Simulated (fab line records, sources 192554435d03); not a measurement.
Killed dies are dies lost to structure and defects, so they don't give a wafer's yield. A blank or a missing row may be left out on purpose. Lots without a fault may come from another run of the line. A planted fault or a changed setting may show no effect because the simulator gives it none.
Chamber matching | flow n5_finfet | N5_HKMG_FIN_DESCUM_17 on rie_diel-05: 4 sister chambers
The step chemistry O2, time 7.9 s. 14 wafers are shown with their chamber, then 7 later ones without.

WAFERS WITH THEIR CHAMBER
wafer  | chamber | throttle_valve_pct (%) | showerhead_plenum_p_Torr (Torr) | oes_product_au (a.u.)
L077.2 | 0       | 20.64                  | 2.12                            | 0.82
L077.4 | 1       | 20.64                  | 2.12                            | 0.77
L077.5 | 3       | 20.22                  | 2.09                            | 0.82
L082.1 | 0       | 20.65                  | 2.12                            | 0.81
L082.2 | 3       | 20.22                  | 2.09                            | 0.81
L082.4 | 1       | 20.64                  | 2.12                            | 0.76
L085.3 | 2       | 20.46                  | 2.14                            | 0.88
L085.5 | 0       | 20.66                  | 2.12                            | 0.81
L085.6 | 3       | 20.25                  | 2.09                            | 0.80
L087.1 | 0       | 20.67                  | 2.11                            | 0.80
L087.5 | 2       | 20.46                  | 2.14                            | 0.87
L087.6 | 3       | 20.26                  | 2.09                            | 0.80
L088.1 | 0       | 20.66                  | 2.11                            | 0.81
L088.2 | 1       | 20.67                  | 2.11                            | 0.75

SIGNATURES (means of the wafers above)
reading                  | chamber 0 | chamber 1 | chamber 2 | chamber 3 | scatter within a chamber
throttle_valve_pct       | 20.6560   | 20.6500   | 20.4600   | 20.2375   | 0.0155
showerhead_plenum_p_Torr | 2.1160    | 2.1167    | 2.1400    | 2.0900    | 0.00432
oes_product_au           | 0.8100    | 0.7600    | 0.8750    | 0.8075    | 0.00851
Rule: a wafer's distance from a chamber is the root of the sum, over the readings, of the square of ((its reading less the chamber's mean) divided by the reading's scatter). The wafer belongs to the nearest chamber; if the next one is less than 2 further off, it can't be placed. The scatter: the root of (the sum of the squares of (reading less its chamber's mean) over the shown wafers, divided by (wafers less chambers)).

WAFERS WITHOUT THEIR CHAMBER
wafer  | throttle_valve_pct (%) | showerhead_plenum_p_Torr (Torr) | oes_product_au (a.u.)
L088.4 | 20.27                  | 2.09                            | 0.80
L091.1 | 20.69                  | 2.11                            | 0.81
L091.2 | 20.27                  | 2.08                            | 0.80
L091.4 | 20.48                  | 2.14                            | 0.86
L092.3 | 20.28                  | 2.08                            | 0.80
L092.5 | 20.68                  | 2.11                            | 0.74
L092.6 | 20.68                  | 2.11                            | 0.80

WHICH CHAMBER EACH WENT THROUGH
wafer  | from the rows above | in truth
L088.4 | 3                   | 3
L091.1 | 0                   | 0
L091.2 | 3                   | 3
L091.4 | 2                   | 2
L092.3 | 3                   | 3
L092.5 | 1                   | 1
L092.6 | 0                   | 0
Placed correctly: 7 of 7. Can't be placed from these rows: 0. Placed wrongly: 0.
